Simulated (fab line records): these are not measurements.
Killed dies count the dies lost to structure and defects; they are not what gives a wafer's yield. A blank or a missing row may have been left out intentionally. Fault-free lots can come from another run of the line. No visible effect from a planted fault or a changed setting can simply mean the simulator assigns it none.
Chamber matching | flow nand harc | 4 sister chambers for NHARC_P_M1_CMP_23 on cmp-03
The step polishes, t overpolish 20 s, target thk 157.82 nm. 16 wafers are shown with their chamber, then 8 later ones without.

WAFERS PAIRED WITH THEIR CHAMBERS
wafer  | chamber | motor current A (A) | time to endpoint s (s) | slurry filter dp kPa (kPa)
L074.1 | 1       | 14.2                | 25.2                   | 13.44
L074.5 | 3       | 12.6                | 27.7                   | 13.32
L074.6 | 0       | 14.0                | 26.3                   | 13.48
L082.1 | 0       | 15.2                | 29.0                   | 13.33
L082.2 | 3       | 13.2                | 31.9                   | 13.33
L082.5 | 0       | 15.7                | 28.6                   | 13.39
L083.1 | 3       | 12.9                | 28.1                   | 13.40
L083.2 | 0       | 15.8                | 24.1                   | 13.10
L083.5 | 0       | 15.7                | 25.6                   | 13.47
L088.1 | 3       | 12.1                | 26.2                   | 13.67
L088.2 | 0       | 15.4                | 26.6                   | 13.25
L088.4 | 2       | 11.8                | 24.4                   | 13.61
L089.3 | 2       | 11.5                | 26.0                   | 13.50
L089.5 | 1       | 14.3                | 23.6                   | 13.73
L089.6 | 2       | 12.1                | 24.7                   | 13.40
L090.1 | 2       | 11.8                | 24.9                   | 13.52

SIGNATURES (means of the wafers above)
reading              | chamber 0 | chamber 1 | chamber 2 | chamber 3 | scatter within a chamber
motor current A      | 15.300    | 14.250    | 11.800    | 12.700    | 0.51
time to endpoint s   | 26.700    | 24.400    | 25.000    | 28.475    | 1.77
slurry filter dp kPa | 13.3367   | 13.5850   | 13.5075   | 13.4300   | 0.144
Rule: distance of a wafer from a chamber = root of the sum over the readings of ((wafer's reading minus chamber's mean) / reading's scatter) squared. If the next closest chamber is less than 2 further off than the closest, the wafer can't be placed; otherwise it belongs to the closest. The scatter is the square root of a quotient: the sum, over the shown wafers, of each reading's squared deviation from its chamber's mean, divided by wafers minus chambers.

WAFERS MISSING THEIR CHAMBER
wafer  | motor current A (A) | time to endpoint s (s) | slurry filter dp kPa (kPa)
L090.3 | 12.9                | 30.0                   | 13.50
L090.5 | 11.6                | 25.1                   | 13.43
L091.4 | 12.1                | 25.3                   | 13.52
L091.5 | 11.3                | 26.8                   | 13.65
L091.6 | 12.9                | 28.5                   | 13.60
L093.1 | 14.1                | 25.7                   | 13.65
L093.3 | 15.8                | 25.8                   | 13.44
L093.4 | 11.9                | 24.3                   | 13.63

WHICH CHAMBER EACH ONE RAN IN
wafer  | from the rows above     | in truth
L090.3 | 3                       | 3
L090.5 | 2                       | 2
L091.4 | can't be placed: 2 or 3 | 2
L091.5 | can't be placed: 2 or 3 | 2
L091.6 | can't be placed: 3 or 2 | 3
L093.1 | 1                       | 1
L093.3 | can't be placed: 0 or 1 | 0
L093.4 | 2                       | 2
Correct placement for 4 of the 8. Can't be placed from these rows: 4 (the true chamber is among the candidates in 4). 0 placed wrongly.
